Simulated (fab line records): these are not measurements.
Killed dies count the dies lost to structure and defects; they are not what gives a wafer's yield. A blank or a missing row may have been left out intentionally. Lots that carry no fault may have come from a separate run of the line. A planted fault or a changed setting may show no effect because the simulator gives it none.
fab line records | flow nand_harc | part 1 of 2: steps 1 to 18 of 26
record lots=5 | wafers=15 | last_day=31
route steps=1302 shown A_CONTACT@1037
lots with no fault: from the same line, run without faults
start_h: the number of hours between the record's first day and the start of the first shown wafer of the lot | wait_h: hours elapsed since this lot's preceding step | " identical to the entry in the row above | L1.1+2: a row that stands for several wafers | - either no value or no given start | * or withheld: withheld | < > ~ a bound
route shown NAME@n: a module of which the file shows steps, and the number in the route of the first | usual: average and standard deviation across the fault-free wafers | same: alike in all rows | chamber/n: place in a boat | sites: readings site by site | _std_site: standard deviation of those values | _edge_site: outer sites' mean less inner sites' | radius_mm: for every site, how far away it sits from the centre of the wafer | mask NAME#n: copy n | behind: tool/chamber where the wafer was last shaped | hold: reason for holding the lot/hours on hold/outcome of the hold | device: which transistor (n, p or np) failed to switch | end of line: at the end of the route, the tests of the same wafers | for a step that has no rows: nothing shown but its recipe | killed: dies lost to structure and defects at the first sort, not the wafer's yield | map: a wafer's dies, x killed, . not, _ none there
set.NAME: the run value of the setting; set.NAME@STEP: its run value at that earlier step | model.NAME: the simulator's own value behind a step, which no gauge read
certain route steps with their lots: each step a table, each wafer a row
services: from which hour (start_h, from the record's first day; less than 0 if before it) a tool's chamber was out of use, for how many hours, and why
## steps
# step NHARC_A_CONTACT_PEB_67
# recipe peb_temp_c=100 | peb_time_s=65
# usual chill_plate_temp_C=22.98/0.1
lot.wafer | tool           | chamber | start_h | wait_h | chill_plate_temp_C
L074.2    | litho_track-01 | 0       | 513.58  | 0.1    | 22.97
L074.3    | "              | 0       | "       | "      | 23.03
L074.5    | "              | 0       | "       | "      | 22.97
L077.1    | litho_track-01 | 0       | 519.93  | 0.1    | 22.89
L077.4    | "              | 0       | "       | "      | 22.85
L077.5    | "              | 0       | "       | "      | 22.83
L078.2    | litho_track-01 | 0       | 549.64  | 0.1    | 23.09
L078.4    | "              | 0       | "       | "      | 23.21
L078.5    | "              | 0       | "       | "      | 22.92
L083.3    | litho_track-06 | 0       | 591.35  | 0.1    | 23.15
L083.5    | "              | 0       | "       | "      | 23.15
L083.6    | "              | 0       | "       | "      | 23.08
L091.1    | litho_track-04 | 0       | 683.61  | 0.1    | 22.95
L091.3    | "              | 0       | "       | "      | 22.96
L091.6    | "              | 0       | "       | "      | 22.74
# step NHARC_A_CONTACT_DEVELOP_68
# recipe develop_time_s=35 | dev_temp_c=23
# usual chill_plate_temp_C=23.01/0.1
# same develop_time_s=35
lot.wafer | tool           | chamber | start_h | wait_h | chill_plate_temp_C
L074.2    | litho_track-01 | 0       | -       | -      | 23.40
L074.3    | "              | 0       | "       | "      | 23.11
L074.5    | "              | 0       | "       | "      | 23.24
L077.1    | litho_track-01 | 0       | -       | -      | 22.82
L077.4    | "              | 0       | "       | "      | 22.85
L077.5    | "              | 0       | "       | "      | 22.95
L078.2    | litho_track-01 | 0       | -       | -      | 23.13
L078.4    | "              | 0       | "       | "      | 23.05
L078.5    | "              | 0       | "       | "      | 23.04
L083.3    | litho_track-06 | 0       | -       | -      | 22.94
L083.5    | "              | 0       | "       | "      | 23.02
L083.6    | "              | 0       | "       | "      | 23.05
L091.1    | litho_track-04 | 0       | -       | -      | 23.11
L091.3    | "              | 0       | "       | "      | 22.89
L091.6    | "              | 0       | "       | "      | 23.02
# step NHARC_A_CONTACT_CD_MEAS_69
# recipe target_cd_nm=300 | landing_energy_ev=500
# usual cd_nm=300.0/0.66
lot.wafer | tool      | chamber | start_h | wait_h | cd_nm
L074.2    | cd_sem-03 | 0       | 513.66  | -      | 300.6
L074.3    | "         | 0       | "       | "      | 300.4
L074.5    | "         | 0       | "       | "      | 301.0
L077.1    | cd_sem-02 | 0       | 520.01  | -      | 301.0
L077.4    | "         | 0       | "       | "      | 300.8
L077.5    | "         | 0       | "       | "      | 300.6
L078.2    | cd_sem-01 | 0       | 549.72  | -      | 300.8
L078.4    | "         | 0       | "       | "      | 300.8
L078.5    | "         | 0       | "       | "      | 301.3
L083.3    | cd_sem-01 | 0       | 591.43  | -      | 299.9
L083.5    | "         | 0       | "       | "      | 300.4
L083.6    | "         | 0       | "       | "      | 300.2
L091.1    | cd_sem-01 | 0       | 683.69  | -      | 301.1
L091.3    | "         | 0       | "       | "      | 300.2
L091.6    | "         | 0       | "       | "      | 300.1
# step NHARC_A_CONTACT_OVL_MEAS_70
# usual overlay_x_nm=-0.3/0.75 | overlay_y_nm=-0.1/0.78
lot.wafer | tool       | chamber | start_h | wait_h | overlay_x_nm | overlay_y_nm
L074.2    | overlay-01 | -       | 513.75  | -      | -1.8         | 0.6
L074.3    | "          | -       | "       | "      | -0.9         | 0.2
L074.5    | "          | -       | "       | "      | -1.7         | 0.4
L077.1    | overlay-02 | -       | 520.10  | -      | -0.5         | 0.7
L077.4    | "          | -       | "       | "      | 0.1          | 1.2
L077.5    | "          | -       | "       | "      | -0.3         | 0.9
L078.2    | overlay-02 | -       | 549.80  | -      | -0.1         | -1.4
L078.4    | "          | -       | "       | "      | 0.6          | -1.6
L078.5    | "          | -       | "       | "      | 0.2          | -1.6
L083.3    | overlay-01 | -       | 591.52  | -      | -1.0         | -1.0
L083.5    | "          | -       | "       | "      | -0.9         | -1.1
L083.6    | "          | -       | "       | "      | -1.0         | -0.1
L091.1    | overlay-01 | -       | 683.78  | -      | 0.3          | -0.2
L091.3    | "          | -       | "       | "      | 0.1          | 0.0
L091.6    | "          | -       | "       | "      | -0.2         | -0.2
# step NHARC_A_CONTACT_INSPECT_71
# usual raw_defect_count=72/39
lot.wafer | tool              | chamber | start_h | wait_h | raw_defect_count
L074.2    | defect_inspect-02 | -       | 513.79  | 0.0    | 100
L074.3    | "                 | -       | "       | "      | 90
L074.5    | "                 | -       | "       | "      | 112
L077.1    | defect_inspect-01 | -       | 520.14  | 0.0    | 66
L077.4    | "                 | -       | "       | "      | 51
L077.5    | "                 | -       | "       | "      | 64
L078.2    | defect_inspect-02 | -       | 549.84  | 0.0    | 100
L078.4    | "                 | -       | "       | "      | 94
L078.5    | "                 | -       | "       | "      | 109
L083.3    | defect_inspect-02 | -       | 591.56  | 0.0    | 73
L083.5    | "                 | -       | "       | "      | 89
L083.6    | "                 | -       | "       | "      | 66
L091.1    | defect_inspect-02 | -       | 683.81  | 0.0    | 64
L091.3    | "                 | -       | "       | "      | 64
L091.6    | "                 | -       | "       | "      | 84
# step NHARC_A_CONTACT_DESCUM_74
# recipe time_s=3 | o2_flow_sccm=200 | ar_flow_sccm=0 | bias_power_w=0 | chemistry=O2
# usual drypump_motor_current_A=6.1/0.48 | o2_flow_sccm=200.0/0.7 | oes_product_au=0.996/0.013 | rf_vpp_V=58.0/0.87 | showerhead_plenum_p_Torr=1.94/0.081 | throttle_valve_pct=11.310/0.0098
lot.wafer | tool        | chamber | start_h | wait_h | drypump_motor_current_A | o2_flow_sccm | oes_product_au | rf_hours_counter_h | rf_vpp_V | showerhead_plenum_p_Torr | throttle_valve_pct
L074.3    | rie_diel-13 | 1       | 513.86  | 0.1    | 6.5                     | 200.1        | 1.000          | 50                 | 56.3     | 1.97                     | 11.308
L074.2    | "           | 2       | "       | "      | 5.4                     | 199.3        | 0.992          | 54                 | 58.7     | 1.97                     | 11.306
L074.5    | "           | 1       | "       | "      | 6.4                     | 200.4        | 1.007          | -                  | 57.2     | 1.97                     | 11.294
L077.1    | rie_diel-02 | 3       | 520.22  | 0.1    | 6.6                     | 200.7        | 0.973          | 20                 | 58.3     | 1.79                     | 11.310
L077.4    | "           | 0       | "       | "      | 6.2                     | 199.2        | 0.978          | -                  | 58.3     | 2.01                     | 11.332
L077.5    | "           | 3       | "       | "      | 6.6                     | 200.2        | 0.970          | -                  | 56.9     | 1.79                     | 11.312
L078.4    | rie_diel-09 | 0       | 549.90  | 0.1    | 5.7                     | 200.5        | 0.979          | 17                 | 58.0     | 2.04                     | 11.298
L078.2    | "           | 3       | "       | "      | 5.2                     | 200.1        | 0.988          | 13                 | 56.6     | 1.87                     | 11.314
L078.5    | "           | 0       | "       | "      | 5.7                     | 200.7        | 0.982          | -                  | 58.6     | 2.04                     | 11.331
L083.3    | rie_diel-02 | 1       | 591.64  | 0.1    | 6.6                     | 200.2        | 0.992          | 0                  | 58.9     | 1.89                     | 11.314
L083.6    | "           | 2       | "       | "      | 6.4                     | 200.0        | 0.985          | -                  | 57.4     | 1.90                     | 11.315
L083.5    | "           | 3       | "       | "      | 6.6                     | 199.8        | 1.000          | -                  | 57.2     | 1.78                     | 11.321
L091.3    | rie_diel-09 | 3       | 683.87  | 0.1    | 5.2                     | 200.3        | 1.001          | 0                  | 57.9     | 1.86                     | 11.322
L091.1    | "           | 0       | "       | "      | 5.7                     | 201.2        | 0.996          | 0                  | 57.5     | 2.02                     | 11.294
L091.6    | "           | 3       | "       | "      | 5.2                     | 200.1        | 1.016          | -                  | 58.7     | 1.85                     | 11.318
# step NHARC_A_CONTACT_ETCH_75
# recipe target_depth_a=390 | over_etch_frac=0.3 | time_s=65 | ion_energy_ev=80 | cf4_flow_sccm=150 | ar_flow_sccm=0 | rf_w=300 | bias_w=100 | chemistry=CF4
# usual cf4_flow_sccm=149.9/0.45 | drypump_motor_current_A=6.1/0.49 | oes_product_au=0.995/0.011 | rf_fwd_power_W=297.2/1.1 | rf_vpp_V=151.5/1.2 | showerhead_plenum_p_Torr=1.79/0.071 | throttle_valve_pct=13.283/0.0087
lot.wafer | tool        | chamber | start_h | wait_h | cf4_flow_sccm | drypump_motor_current_A | oes_product_au | rf_fwd_power_W | rf_hours_counter_h | rf_vpp_V | showerhead_plenum_p_Torr | throttle_valve_pct
L074.2    | rie_diel-13 | 1       | 513.94  | 0.1    | 150.2         | 6.4                     | 1.003          | 296.7          | 50                 | 152.8    | 1.82                     | 13.277
L074.3    | "           | 3       | "       | "      | 150.6         | 5.9                     | 0.997          | 298.4          | 51                 | 152.1    | 1.89                     | 13.283
L074.5    | "           | 0       | "       | "      | 150.0         | 6.0                     | 1.005          | 298.2          | -                  | 151.9    | 1.82                     | 13.281
L077.1    | rie_diel-02 | 2       | 520.31  | 0.1    | 150.4         | 6.4                     | 1.012          | 297.6          | 21                 | 151.7    | 1.76                     | 13.265
L077.5    | "           | 0       | "       | "      | 149.6         | 6.1                     | 1.000          | 299.0          | -                  | 152.4    | 1.86                     | 13.277
L077.4    | "           | 3       | "       | "      | 150.4         | 6.6                     | 0.981          | 296.7          | -                  | 148.5    | 1.66                     | 13.287
L078.4    | rie_diel-09 | 3       | 549.99  | 0.1    | 149.3         | 5.1                     | 0.987          | 296.9          | 13                 | 150.7    | 1.73                     | 13.286
L078.2    | "           | 1       | "       | "      | 149.6         | 6.1                     | 1.010          | 295.3          | 18                 | 149.6    | 1.74                     | 13.289
L078.5    | "           | 0       | "       | "      | 150.2         | 5.7                     | 0.986          | 300.2          | -                  | 152.3    | 1.87                     | 13.274
L083.3    | rie_diel-02 | 2       | 591.71  | 0.1    | 149.3         | 6.4                     | 0.995          | 297.3          | 1                  | 152.4    | 1.76                     | 13.274
L083.5    | "           | 1       | "       | "      | 150.1         | 6.6                     | 0.990          | 298.1          | -                  | 151.2    | 1.75                     | 13.268
L083.6    | "           | 2       | "       | "      | 149.9         | 6.4                     | 0.995          | 296.9          | -                  | 152.2    | 1.76                     | 13.295
L091.1    | rie_diel-09 | 3       | 683.96  | 0.1    | 149.5         | 5.2                     | 0.997          | 296.8          | 0                  | 150.2    | 1.72                     | 13.272
L091.3    | "           | 1       | "       | "      | 149.2         | 6.1                     | 0.988          | 296.8          | 0                  | 151.1    | 1.73                     | 13.273
L091.6    | "           | 0       | "       | "      | 150.1         | 5.7                     | 0.994          | 299.5          | -                  | 152.0    | 1.86                     | 13.280
# step NHARC_A_CONTACT_ETCH_76
# recipe target_depth_a=2600 | over_etch_frac=0.3 | time_s=475.3 | ion_energy_ev=200 | n2_flow_sccm=150 | h2_flow_sccm=150 | ar_flow_sccm=0 | rf_w=400 | bias_w=150 | chemistry=N2/H2
# usual drypump_motor_current_A=6.1/0.49 | oes_product_au=0.996/0.012 | rf_fwd_power_W=399.2/1.2 | rf_vpp_V=431.2/2.6 | showerhead_plenum_p_Torr=2.06/0.091 | throttle_valve_pct=14.171/0.0086
lot.wafer | tool        | chamber | start_h | wait_h | drypump_motor_current_A | oes_product_au | rf_fwd_power_W | rf_hours_counter_h | rf_vpp_V | showerhead_plenum_p_Torr | throttle_valve_pct
L074.2    | rie_diel-13 | 3       | -       | -      | 5.9                     | 0.986          | 400.3          | 51                 | 435.3    | 2.20                     | 14.186
L074.3    | "           | 1       | "       | "      | 6.4                     | 1.004          | 398.7          | 50                 | 432.4    | 2.10                     | 14.154
L074.5    | "           | 3       | "       | "      | 5.9                     | 0.987          | 399.1          | -                  | 435.4    | 2.20                     | 14.168
L077.1    | rie_diel-02 | 0       | -       | -      | 6.2                     | 0.993          | 400.5          | 20                 | 432.7    | 2.15                     | 14.167
L077.4    | "           | 2       | "       | "      | 6.4                     | 1.021          | 400.1          | -                  | 429.9    | 2.03                     | 14.174
L077.5    | "           | 3       | "       | "      | 6.6                     | 0.987          | 400.4          | -                  | 426.7    | 1.90                     | 14.179
L078.2    | rie_diel-09 | 0       | -       | -      | 5.7                     | 0.983          | 400.9          | 17                 | 433.3    | 2.17                     | 14.181
L078.4    | "           | 2       | "       | "      | 5.0                     | 0.979          | 399.3          | 15                 | 435.8    | 2.21                     | 14.179
L078.5    | "           | 3       | "       | "      | 5.2                     | 0.985          | 399.2          | -                  | 429.4    | 1.99                     | 14.170
L083.3    | rie_diel-02 | 0       | -       | -      | 6.1                     | 0.989          | 398.1          | 1                  | 433.7    | 2.15                     | 14.171
L083.5    | "           | 0       | "       | "      | 6.2                     | 0.991          | 399.8          | -                  | 433.3    | 2.15                     | 14.176
L083.6    | "           | 1       | "       | "      | 6.6                     | 0.982          | 400.0          | -                  | 430.3    | 2.01                     | 14.176
L091.1    | rie_diel-09 | 3       | -       | -      | 5.2                     | 0.996          | 400.5          | 0                  | 429.3    | 1.98                     | 14.168
L091.3    | "           | 1       | "       | "      | 6.1                     | 0.991          | 400.0          | 0                  | 430.7    | 1.99                     | 14.177
L091.6    | "           | 2       | "       | "      | 5.1                     | 0.983          | 399.6          | -                  | 434.1    | 2.20                     | 14.173
# step NHARC_A_CONTACT_ETCH_77
# recipe target_depth_a=1089 | time_s=54.5 | cf4_flow_sccm=100 | chf3_flow_sccm=30 | ar_flow_sccm=0 | rf_w=500 | bias_w=200 | chemistry=CF4/CHF3
# usual cf4_flow_sccm=99.99/0.3 | drypump_motor_current_A=6.1/0.51 | oes_product_au=0.932/0.021 | rf_fwd_power_W=494.4/2.1 | rf_vpp_V=371.0/2.4 | showerhead_plenum_p_Torr=1.59/0.064 | throttle_valve_pct=16.803/0.0094
lot.wafer | tool        | chamber | start_h | wait_h | cf4_flow_sccm | drypump_motor_current_A | oes_product_au | rf_fwd_power_W | rf_hours_counter_h | rf_vpp_V | showerhead_plenum_p_Torr | throttle_valve_pct
L074.3    | rie_diel-13 | 0       | -       | -      | 99.05         | 6.0                     | 0.932          | 492.8          | 62                 | 370.3    | 1.62                     | 16.807
L074.2    | "           | 1       | "       | "      | 100.23        | 6.4                     | 0.929          | 493.8          | 50                 | 371.7    | 1.62                     | 16.780
L074.5    | "           | 2       | "       | "      | 99.94         | 5.4                     | 0.924          | 492.8          | -                  | 372.5    | 1.62                     | 16.798
L077.1    | rie_diel-02 | 0       | -       | -      | 100.11        | 6.2                     | 0.918          | 494.0          | 20                 | 372.9    | 1.65                     | 16.830
L077.4    | "           | 0       | "       | "      | 100.27        | 6.2                     | 0.913          | 496.9          | -                  | 374.2    | 1.65                     | 16.815
L077.5    | "           | 3       | "       | "      | 99.60         | 6.6                     | 0.901          | 492.3          | -                  | 367.3    | 1.47                     | 16.819
L078.4    | rie_diel-09 | 1       | -       | -      | 100.25        | 6.1                     | 0.928          | 493.5          | 18                 | 369.7    | 1.55                     | 16.807
L078.2    | "           | 0       | "       | "      | 99.51         | 5.7                     | 0.895          | 499.7          | 17                 | 374.7    | 1.67                     | 16.818
L078.5    | "           | 1       | "       | "      | 100.12        | 6.1                     | 0.927          | 492.5          | -                  | 370.3    | 1.55                     | 16.811
L083.3    | rie_diel-02 | 3       | -       | -      | 99.42         | 6.6                     | 0.957          | 490.7          | 1                  | 367.8    | 1.47                     | 16.798
L083.6    | "           | 1       | "       | "      | 99.50         | 6.6                     | 0.965          | 496.6          | -                  | 371.0    | 1.55                     | 16.816
L083.5    | "           | 2       | "       | "      | 100.16        | 6.4                     | 0.948          | 494.1          | -                  | 370.8    | 1.56                     | 16.791
L091.1    | rie_diel-09 | 2       | -       | -      | 100.05        | 5.1                     | 0.965          | 497.7          | 0                  | 375.8    | 1.69                     | 16.806
L091.3    | "           | 3       | "       | "      | 99.84         | 5.2                     | 0.961          | 494.8          | 0                  | 369.3    | 1.53                     | 16.831
L091.6    | "           | 3       | "       | "      | 100.02        | 5.2                     | 0.968          | 494.9          | -                  | 368.1    | 1.53                     | 16.808
# step NHARC_A_CONTACT_ETCH_78
# recipe target_depth_a=53000 | over_etch_frac=0.3 | time_s=1378 | ion_energy_ev=150 | o2_flow_sccm=400 | cos_flow_sccm=20 | ar_flow_sccm=0 | rf_w=500 | bias_w=300 | chemistry=O2/COS
# usual drypump_motor_current_A=6.1/0.5 | o2_flow_sccm=400.0/1.1 | oes_product_au=0.995/0.011 | rf_fwd_power_W=499.9/1.6 | rf_vpp_V=314.5/2 | showerhead_plenum_p_Torr=3.16/0.13 | throttle_valve_pct=28.330/0.01
lot.wafer | tool        | chamber | start_h | wait_h | drypump_motor_current_A | o2_flow_sccm | oes_product_au | rf_fwd_power_W | rf_hours_counter_h | rf_vpp_V | showerhead_plenum_p_Torr | throttle_valve_pct
L074.2    | rie_diel-13 | 3       | -       | -      | 5.9                     | 399.9        | 1.000          | 500.4          | 51                 | 317.5    | 3.35                     | 28.329
L074.3    | "           | 0       | "       | "      | 6.0                     | 401.9        | 1.013          | 498.7          | 62                 | 317.7    | 3.21                     | 28.324
L074.5    | "           | 3       | "       | "      | 5.9                     | 399.7        | 0.993          | 499.6          | -                  | 317.9    | 3.35                     | 28.329
L077.1    | rie_diel-02 | 3       | -       | -      | 6.6                     | 401.0        | 0.979          | 502.3          | 21                 | 310.8    | 2.93                     | 28.340
L077.5    | "           | 3       | "       | "      | 6.6                     | 400.3        | 0.980          | 499.5          | -                  | 311.9    | 2.93                     | 28.312
L077.4    | "           | 0       | "       | "      | 6.2                     | 401.6        | 0.995          | 500.8          | -                  | 316.6    | 3.28                     | 28.327
L078.2    | rie_diel-09 | 2       | -       | -      | 5.1                     | 399.4        | 0.976          | 499.8          | 15                 | 318.5    | 3.36                     | 28.325
L078.4    | "           | 0       | "       | "      | 5.7                     | 400.3        | 0.989          | 500.6          | 18                 | 316.4    | 3.31                     | 28.326
L078.5    | "           | 2       | "       | "      | 5.1                     | 401.0        | 0.989          | 504.2          | -                  | 318.1    | 3.37                     | 28.332
L083.3    | rie_diel-02 | 3       | -       | -      | 6.6                     | 400.5        | 0.993          | 500.3          | 1                  | 310.5    | 2.92                     | 28.339
L083.6    | "           | 1       | "       | "      | 6.6                     | 400.8        | 0.993          | 500.8          | -                  | 312.9    | 3.08                     | 28.335
L083.5    | "           | 2       | "       | "      | 6.4                     | 398.5        | 0.989          | 502.2          | -                  | 313.5    | 3.10                     | 28.314
L091.1    | rie_diel-09 | 1       | -       | -      | 6.1                     | 400.2        | 0.994          | 500.7          | 0                  | 312.7    | 3.05                     | 28.332
L091.3    | "           | 2       | "       | "      | 5.1                     | 397.7        | 0.980          | 498.9          | 0                  | 316.7    | 3.34                     | 28.339
L091.6    | "           | 0       | "       | "      | 5.7                     | 399.7        | 0.989          | 498.1          | -                  | 315.1    | 3.28                     | 28.339
# step NHARC_A_CONTACT_ETCH_124
# recipe source_w=withheld | pressure_mtorr=20 | bias_v=withheld | time_s=140 | target_depth_a=7000 | ar_flow_sccm=withheld | c4f8_flow_sccm=withheld | o2_flow_sccm=withheld | chemistry=C4F8/O2/Ar
lot.wafer | tool            | chamber | start_h | wait_h | rf_hours_counter_h
L074.2    | har_cap_etch-01 | 0       | 515.43  | -      | 0
L074.3    | "               | 0       | "       | "      | -
L074.5    | "               | 0       | "       | "      | -
L077.1    | har_cap_etch-03 | 1       | 522.03  | -      | 48
L077.4    | "               | 0       | "       | "      | -
L077.5    | "               | 0       | "       | "      | -
L078.2    | har_cap_etch-03 | 0       | 551.43  | -      | 54
L078.4    | "               | 1       | "       | "      | -
L078.5    | "               | 0       | "       | "      | -
L083.3    | har_cap_etch-01 | 0       | 593.27  | -      | -
L083.6    | "               | 1       | "       | "      | -
L083.5    | "               | 0       | "       | "      | -
L091.1    | har_cap_etch-03 | 1       | 685.42  | -      | 79
L091.3    | "               | 1       | "       | "      | -
L091.6    | "               | 0       | "       | "      | -
# step NHARC_A_CONTACT_ETCH_125
# recipe source_w=withheld | pressure_mtorr=20 | bias_v=3000 | time_s=197 | target_depth_a=19180 | ar_flow_sccm=withheld | c4f8_flow_sccm=withheld | o2_flow_sccm=withheld | chemistry=C4F8/O2/Ar
lot.wafer | tool            | chamber | start_h | wait_h | rf_hours_counter_h
L074.2    | har_cap_etch-01 | 0       | 515.63  | 0.2    | 0
L074.3    | "               | 0       | "       | "      | -
L074.5    | "               | 0       | "       | "      | -
L077.1    | har_cap_etch-03 | 1       | 522.23  | 0.2    | 48
L077.4    | "               | 0       | "       | "      | -
L077.5    | "               | 0       | "       | "      | -
L078.2    | har_cap_etch-03 | 0       | 551.70  | 0.2    | 54
L078.4    | "               | 1       | "       | "      | -
L078.5    | "               | 0       | "       | "      | -
L083.3    | har_cap_etch-01 | 0       | 593.45  | 0.2    | -
L083.6    | "               | 1       | "       | "      | -
L083.5    | "               | 0       | "       | "      | -
L091.1    | har_cap_etch-03 | 1       | 685.63  | 0.2    | 80
L091.3    | "               | 1       | "       | "      | -
L091.6    | "               | 0       | "       | "      | -
# step NHARC_A_CONTACT_ETCH_126
# recipe source_w=withheld | pressure_mtorr=20 | bias_v=3000 | time_s=197 | target_depth_a=19180 | ar_flow_sccm=withheld | c4f8_flow_sccm=withheld | o2_flow_sccm=withheld | chemistry=C4F8/O2/Ar
lot.wafer | tool            | chamber | start_h | wait_h | rf_hours_counter_h
L074.2    | har_cap_etch-01 | 0       | 515.81  | 0.1    | 0
L074.3    | "               | 0       | "       | "      | -
L074.5    | "               | 0       | "       | "      | -
L077.1    | har_cap_etch-03 | 1       | 522.41  | 0.1    | 48
L077.4    | "               | 0       | "       | "      | -
L077.5    | "               | 0       | "       | "      | -
L078.2    | har_cap_etch-03 | 0       | 551.93  | 0.2    | 54
L078.4    | "               | 1       | "       | "      | -
L078.5    | "               | 0       | "       | "      | -
L083.3    | har_cap_etch-01 | 0       | 593.63  | 0.1    | -
L083.6    | "               | 1       | "       | "      | -
L083.5    | "               | 0       | "       | "      | -
L091.1    | har_cap_etch-03 | 1       | 685.80  | 0.1    | 80
L091.3    | "               | 1       | "       | "      | -
L091.6    | "               | 0       | "       | "      | -
# step NHARC_A_CONTACT_ETCH_127
# recipe source_w=withheld | pressure_mtorr=20 | bias_v=3000 | time_s=197 | target_depth_a=19180 | ar_flow_sccm=withheld | c4f8_flow_sccm=withheld | o2_flow_sccm=withheld | chemistry=C4F8/O2/Ar
lot.wafer | tool            | chamber | start_h | wait_h | rf_hours_counter_h
L074.2    | har_cap_etch-01 | 0       | 515.98  | 0.1    | 0
L074.3    | "               | 0       | "       | "      | -
L074.5    | "               | 0       | "       | "      | -
L077.1    | har_cap_etch-03 | 1       | 522.58  | 0.1    | 49
L077.4    | "               | 0       | "       | "      | -
L077.5    | "               | 0       | "       | "      | -
L078.2    | har_cap_etch-03 | 0       | 552.16  | 0.2    | 54
L078.4    | "               | 1       | "       | "      | -
L078.5    | "               | 0       | "       | "      | -
L083.3    | har_cap_etch-01 | 0       | 593.81  | 0.1    | -
L083.6    | "               | 1       | "       | "      | -
L083.5    | "               | 0       | "       | "      | -
L091.1    | har_cap_etch-03 | 1       | 685.98  | 0.1    | 80
L091.3    | "               | 1       | "       | "      | -
L091.6    | "               | 0       | "       | "      | -
# step NHARC_A_CONTACT_ETCH_128
# recipe source_w=withheld | pressure_mtorr=20 | bias_v=3000 | time_s=197 | target_depth_a=19180 | ar_flow_sccm=withheld | c4f8_flow_sccm=withheld | o2_flow_sccm=withheld | chemistry=C4F8/O2/Ar
lot.wafer | tool            | chamber | start_h | wait_h | rf_hours_counter_h
L074.2    | har_cap_etch-01 | 0       | 516.16  | 0.1    | 1
L074.3    | "               | 0       | "       | "      | -
L074.5    | "               | 0       | "       | "      | -
L077.1    | har_cap_etch-03 | 1       | 522.77  | 0.2    | 49
L077.4    | "               | 0       | "       | "      | -
L077.5    | "               | 0       | "       | "      | -
L078.2    | har_cap_etch-03 | 0       | 552.40  | 0.2    | 55
L078.4    | "               | 1       | "       | "      | -
L078.5    | "               | 0       | "       | "      | -
L083.3    | har_cap_etch-01 | 0       | 593.98  | 0.1    | -
L083.6    | "               | 1       | "       | "      | -
L083.5    | "               | 0       | "       | "      | -
L091.1    | har_cap_etch-03 | 1       | 686.16  | 0.1    | 80
L091.3    | "               | 1       | "       | "      | -
L091.6    | "               | 0       | "       | "      | -
# step NHARC_A_CONTACT_ETCH_129
# recipe source_w=withheld | pressure_mtorr=20 | bias_v=3000 | time_s=197 | target_depth_a=19180 | ar_flow_sccm=withheld | c4f8_flow_sccm=withheld | o2_flow_sccm=withheld | chemistry=C4F8/O2/Ar
lot.wafer | tool            | chamber | start_h | wait_h | rf_hours_counter_h
L074.2    | har_cap_etch-01 | 0       | 516.34  | 0.1    | 1
L074.3    | "               | 0       | "       | "      | -
L074.5    | "               | 0       | "       | "      | -
L077.1    | har_cap_etch-03 | 1       | 522.94  | 0.1    | 49
L077.4    | "               | 0       | "       | "      | -
L077.5    | "               | 0       | "       | "      | -
L078.2    | har_cap_etch-03 | 0       | 552.63  | 0.2    | 55
L078.4    | "               | 1       | "       | "      | -
L078.5    | "               | 0       | "       | "      | -
L083.3    | har_cap_etch-01 | 0       | 594.16  | 0.1    | -
L083.6    | "               | 1       | "       | "      | -
L083.5    | "               | 0       | "       | "      | -
L091.1    | har_cap_etch-03 | 1       | 686.34  | 0.1    | 80
L091.3    | "               | 1       | "       | "      | -
L091.6    | "               | 0       | "       | "      | -
# step NHARC_A_CONTACT_ETCH_130
# recipe source_w=withheld | pressure_mtorr=20 | bias_v=3000 | time_s=197 | target_depth_a=19180 | ar_flow_sccm=withheld | c4f8_flow_sccm=withheld | o2_flow_sccm=withheld | chemistry=C4F8/O2/Ar
lot.wafer | tool            | chamber | start_h | wait_h | rf_hours_counter_h
L074.2    | har_cap_etch-01 | 0       | 516.51  | 0.1    | 1
L074.3    | "               | 0       | "       | "      | -
L074.5    | "               | 0       | "       | "      | -
L077.1    | har_cap_etch-03 | 1       | 523.11  | 0.1    | 49
L077.4    | "               | 0       | "       | "      | -
L077.5    | "               | 0       | "       | "      | -
L078.2    | har_cap_etch-03 | 0       | 552.87  | 0.2    | 55
L078.4    | "               | 1       | "       | "      | -
L078.5    | "               | 0       | "       | "      | -
L083.3    | har_cap_etch-01 | 0       | 594.33  | 0.1    | -
L083.6    | "               | 1       | "       | "      | -
L083.5    | "               | 0       | "       | "      | -
L091.1    | har_cap_etch-03 | 1       | 686.51  | 0.1    | 80
L091.3    | "               | 1       | "       | "      | -
L091.6    | "               | 0       | "       | "      | -
# step NHARC_A_CONTACT_ETCH_131
# recipe source_w=withheld | pressure_mtorr=20 | bias_v=3000 | time_s=197 | target_depth_a=19180 | ar_flow_sccm=withheld | c4f8_flow_sccm=withheld | o2_flow_sccm=withheld | chemistry=C4F8/O2/Ar
lot.wafer | tool            | chamber | start_h | wait_h | rf_hours_counter_h
L074.2    | har_cap_etch-01 | 0       | 516.69  | 0.1    | 1
L074.3    | "               | 0       | "       | "      | -
L074.5    | "               | 0       | "       | "      | -
L077.1    | har_cap_etch-03 | 1       | 523.29  | 0.1    | 49
L077.4    | "               | 0       | "       | "      | -
L077.5    | "               | 0       | "       | "      | -
L078.2    | har_cap_etch-03 | 0       | 553.10  | 0.2    | 55
L078.4    | "               | 1       | "       | "      | -
L078.5    | "               | 0       | "       | "      | -
L083.3    | har_cap_etch-01 | 0       | 594.51  | 0.1    | -
L083.6    | "               | 1       | "       | "      | -
L083.5    | "               | 0       | "       | "      | -
L091.1    | har_cap_etch-03 | 1       | 686.69  | 0.1    | 81
L091.3    | "               | 1       | "       | "      | -
L091.6    | "               | 0       | "       | "      | -
